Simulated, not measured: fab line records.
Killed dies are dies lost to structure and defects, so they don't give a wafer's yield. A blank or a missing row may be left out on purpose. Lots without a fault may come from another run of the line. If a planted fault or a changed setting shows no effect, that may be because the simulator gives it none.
Chamber matching | flow nand harc | ald hk-04 running NHARC_A_CHANNEL_FILL_D2_ALD_14: 4 sister chambers
The step deposits SiO2, target thk 2.5 nm, pulse time 10 s, ald cycles 25. 8 wafers are shown with their chamber, then 12 later ones without.

WAFERS WITH THEIR CHAMBER
wafer  | chamber | heater power w (W) | precursor pulse height rel
L082.3 | 2       | 479                | 1.017
L086.4 | 0       | 376                | 0.980
L088.4 | 3       | 430                | 0.972
L088.5 | 1       | 456                | 0.985
L088.6 | 0       | 373                | 1.003
L091.2 | 1       | 440                | 1.004
L091.3 | 2       | 458                | 1.002
L091.5 | 3       | 435                | 1.005

WAFERS MISSING THEIR CHAMBER
wafer  | heater power w (W) | precursor pulse height rel
L092.3 | 431                | 0.986
L092.5 | 446                | 0.998
L092.6 | 456                | 1.027
L094.2 | 460                | 0.981
L094.4 | 435                | 0.970
L094.6 | 435                | 1.007
L095.3 | 444                | 1.006
L095.5 | 459                | 0.995
L095.6 | 444                | 1.000
L097.2 | 458                | 0.981
L097.3 | 436                | 0.999
L097.5 | 454                | 1.035

THE CHAMBER EACH PASSED THROUGH
wafer  | from the rows above          | in truth
L092.3 | can't be placed: 3 or 1      | 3
L092.5 | can't be placed: 1 or 3      | 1
L092.6 | can't be placed: 2 or 1 or 3 | 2
L094.2 | can't be placed: 1 or 2 or 3 | 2
L094.4 | can't be placed: 3 or 1      | 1
L094.6 | can't be placed: 3 or 1      | 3
L095.3 | can't be placed: 1 or 3 or 2 | 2
L095.5 | can't be placed: 1 or 2 or 3 | 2
L095.6 | can't be placed: 1 or 3      | 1
L097.2 | can't be placed: 1 or 2 or 3 | 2
L097.3 | can't be placed: 3 or 1      | 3
L097.5 | can't be placed: 2 or 1 or 3 | 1
Placed correctly: 0 of 12. These rows do not allow placing 12 (true chamber among the candidates in 12). Placed wrongly: 0.
How it was worked out, from the rows above alone: a wafer's distance from a chamber is the root of the sum, over the readings, of the square of ((its reading less the chamber's mean) divided by the reading's scatter). The wafer belongs to the nearest chamber; if the next one is less than 2 further off, it can't be placed. The mean given for a chamber averages the wafers shown for that chamber. How the scatter is found: for the shown wafers, subtract from each reading the mean of its chamber, square and add these, divide the total by (wafers less chambers), then take the root.
